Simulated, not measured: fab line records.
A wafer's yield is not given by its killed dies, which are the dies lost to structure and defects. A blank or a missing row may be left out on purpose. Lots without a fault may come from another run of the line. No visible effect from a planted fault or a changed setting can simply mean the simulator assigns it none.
Matching of chambers    flow n5-finfet    N5_MOL_CONTACT_COAG_ALD_27 on ald-sin-04 has 4 sister chambers
The step deposits SiOC, target thk 17 nm, pulse time 1.5 s, time 2720 s. 8 wafers are shown with their chamber, then 9 later ones without.

== WAFERS, EACH WITH ITS CHAMBER ==
wafer   chamber  heater-power-w (W)  heater-power-outer-w (W)
L084.1  2        877                 581
L084.6  2        891                 555
L089.2  1        825                 471
L089.4  0        710                 449
L089.5  3        947                 587
L091.1  1        801                 467
L091.5  0        751                 442
L091.6  3        964                 589

== WAFERS WHOSE CHAMBER IS MISSING ==
wafer   heater-power-w (W)  heater-power-outer-w (W)
L094.2  723                 450
L094.3  890                 568
L094.5  713                 447
L095.1  708                 447
L095.4  773                 471
L095.6  796                 485
L097.2  887                 575
L097.5  979                 598
L097.6  726                 449

== WHICH CHAMBER EACH WENT THROUGH ==
wafer   from the rows above      in truth
L094.2  0                        0
L094.3  2                        2
L094.5  0                        0
L095.1  0                        0
L095.4  can't be placed: 1 or 0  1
L095.6  1                        1
L097.2  2                        2
L097.5  3                        3
L097.6  0                        0
Correctly placed: 8 of 9. From these rows, 1 cannot be placed; in 1 the true chamber is one of the candidates. Number placed wrongly: 0.
How it was worked out, from the rows above alone: a wafer's distance from a chamber is the root of the sum, over the readings, of the square of ((its reading less the chamber's mean) divided by the reading's scatter). The wafer belongs to the nearest chamber; if the next one is less than 2 further off, it can't be placed. For every chamber, the mean is computed from those of its wafers that are shown. The scatter: take each reading less its chamber's mean, square it, sum over the shown wafers, divide by the number of wafers less the number of chambers, and take the root.
